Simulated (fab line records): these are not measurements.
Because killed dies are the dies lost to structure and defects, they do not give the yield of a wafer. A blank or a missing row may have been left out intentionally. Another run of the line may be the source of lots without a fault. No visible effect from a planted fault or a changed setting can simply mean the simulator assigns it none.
Chamber matching || flow n5Finfet || rieDiel-06 running N5_DUMMY_GATE_STRIP_48: 4 sister chambers
The step strips in N2/H2, time 20 s. 18 wafers are shown with their chamber, then 9 later ones without.

== WAFERS PAIRED WITH THEIR CHAMBERS ==
{"wafer": "L075.3", "chamber": 3, "showerheadPlenumPTorr (Torr)": 3.56, "throttleValvePct (%)": 12.0, "oesProductAu (a.u.)": 0.90}
{"wafer": "L075.4", "chamber": 1, "showerheadPlenumPTorr (Torr)": 3.44, "throttleValvePct (%)": 11.6, "oesProductAu (a.u.)": 0.93}
{"wafer": "L075.6", "chamber": 2, "showerheadPlenumPTorr (Torr)": 3.37, "throttleValvePct (%)": 12.5, "oesProductAu (a.u.)": 0.74}
{"wafer": "L079.3", "chamber": 1, "showerheadPlenumPTorr (Torr)": 3.43, "throttleValvePct (%)": 11.6, "oesProductAu (a.u.)": 0.92}
{"wafer": "L079.4", "chamber": 3, "showerheadPlenumPTorr (Torr)": 3.56, "throttleValvePct (%)": 12.0, "oesProductAu (a.u.)": 0.88}
{"wafer": "L079.6", "chamber": 0, "showerheadPlenumPTorr (Torr)": 3.30, "throttleValvePct (%)": 11.9, "oesProductAu (a.u.)": 0.99}
{"wafer": "L082.1", "chamber": 1, "showerheadPlenumPTorr (Torr)": 3.43, "throttleValvePct (%)": 11.6, "oesProductAu (a.u.)": 0.91}
{"wafer": "L082.4", "chamber": 2, "showerheadPlenumPTorr (Torr)": 3.37, "throttleValvePct (%)": 12.5, "oesProductAu (a.u.)": 0.73}
{"wafer": "L082.5", "chamber": 3, "showerheadPlenumPTorr (Torr)": 3.55, "throttleValvePct (%)": 12.0, "oesProductAu (a.u.)": 0.88}
{"wafer": "L084.1", "chamber": 0, "showerheadPlenumPTorr (Torr)": 3.30, "throttleValvePct (%)": 11.9, "oesProductAu (a.u.)": 0.95}
{"wafer": "L084.5", "chamber": 0, "showerheadPlenumPTorr (Torr)": 3.30, "throttleValvePct (%)": 11.9, "oesProductAu (a.u.)": 0.95}
{"wafer": "L084.6", "chamber": 3, "showerheadPlenumPTorr (Torr)": 3.55, "throttleValvePct (%)": 12.1, "oesProductAu (a.u.)": 0.86}
{"wafer": "L087.1", "chamber": 0, "showerheadPlenumPTorr (Torr)": 3.29, "throttleValvePct (%)": 11.9, "oesProductAu (a.u.)": 0.93}
{"wafer": "L087.2", "chamber": 1, "showerheadPlenumPTorr (Torr)": 3.43, "throttleValvePct (%)": 11.6, "oesProductAu (a.u.)": 0.88}
{"wafer": "L087.6", "chamber": 0, "showerheadPlenumPTorr (Torr)": 3.29, "throttleValvePct (%)": 11.9, "oesProductAu (a.u.)": 0.93}
{"wafer": "L088.2", "chamber": 2, "showerheadPlenumPTorr (Torr)": 3.36, "throttleValvePct (%)": 12.6, "oesProductAu (a.u.)": 0.73}
{"wafer": "L088.5", "chamber": 1, "showerheadPlenumPTorr (Torr)": 3.43, "throttleValvePct (%)": 11.6, "oesProductAu (a.u.)": 0.90}
{"wafer": "L088.6", "chamber": 0, "showerheadPlenumPTorr (Torr)": 3.29, "throttleValvePct (%)": 11.9, "oesProductAu (a.u.)": 0.93}

SIGNATURES (means of the wafers above)
{"reading": "showerheadPlenumPTorr", "chamber 0": 3.2950, "chamber 1": 3.4320, "chamber 2": 3.3667, "chamber 3": 3.5550, "scatter within a chamber": 0.00532}
{"reading": "throttleValvePct", "chamber 0": 11.900, "chamber 1": 11.600, "chamber 2": 12.533, "chamber 3": 12.025, "scatter within a chamber": 0.0318}
{"reading": "oesProductAu", "chamber 0": 0.9467, "chamber 1": 0.9080, "chamber 2": 0.7333, "chamber 3": 0.8800, "scatter within a chamber": 0.019}
Rule: a wafer lies at a distance from a chamber equal to the root of the sum of squares, over the readings, of (its reading less the chamber's mean, divided by the reading's scatter). The wafer belongs to the nearest chamber; if the next one is less than 2 further off, it can't be placed. How the scatter is found: for the shown wafers, subtract from each reading the mean of its chamber, square and add these, divide the total by (wafers less chambers), then take the root.

== WAFERS WHOSE CHAMBER IS MISSING ==
{"wafer": "L090.2", "showerheadPlenumPTorr (Torr)": 3.36, "throttleValvePct (%)": 12.6, "oesProductAu (a.u.)": 0.73}
{"wafer": "L090.3", "showerheadPlenumPTorr (Torr)": 3.29, "throttleValvePct (%)": 11.9, "oesProductAu (a.u.)": 0.92}
{"wafer": "L090.4", "showerheadPlenumPTorr (Torr)": 3.43, "throttleValvePct (%)": 11.6, "oesProductAu (a.u.)": 0.89}
{"wafer": "L092.2", "showerheadPlenumPTorr (Torr)": 3.36, "throttleValvePct (%)": 12.6, "oesProductAu (a.u.)": 0.72}
{"wafer": "L092.5", "showerheadPlenumPTorr (Torr)": 3.42, "throttleValvePct (%)": 11.6, "oesProductAu (a.u.)": 0.87}
{"wafer": "L092.6", "showerheadPlenumPTorr (Torr)": 3.36, "throttleValvePct (%)": 12.6, "oesProductAu (a.u.)": 0.71}
{"wafer": "L094.4", "showerheadPlenumPTorr (Torr)": 3.36, "throttleValvePct (%)": 12.6, "oesProductAu (a.u.)": 0.70}
{"wafer": "L094.5", "showerheadPlenumPTorr (Torr)": 3.42, "throttleValvePct (%)": 11.7, "oesProductAu (a.u.)": 0.87}
{"wafer": "L094.6", "showerheadPlenumPTorr (Torr)": 3.36, "throttleValvePct (%)": 12.6, "oesProductAu (a.u.)": 0.71}

== THE CHAMBER EACH PASSED THROUGH ==
{"wafer": "L090.2", "from the rows above": 2, "in truth": 2}
{"wafer": "L090.3", "from the rows above": 0, "in truth": 0}
{"wafer": "L090.4", "from the rows above": 1, "in truth": 1}
{"wafer": "L092.2", "from the rows above": 2, "in truth": 2}
{"wafer": "L092.5", "from the rows above": 1, "in truth": 1}
{"wafer": "L092.6", "from the rows above": 2, "in truth": 2}
{"wafer": "L094.4", "from the rows above": 2, "in truth": 2}
{"wafer": "L094.5", "from the rows above": 1, "in truth": 1}
{"wafer": "L094.6", "from the rows above": 2, "in truth": 2}
Placed correctly: 9 of 9. Not placeable from these rows: 0. Wrongly placed: 0.
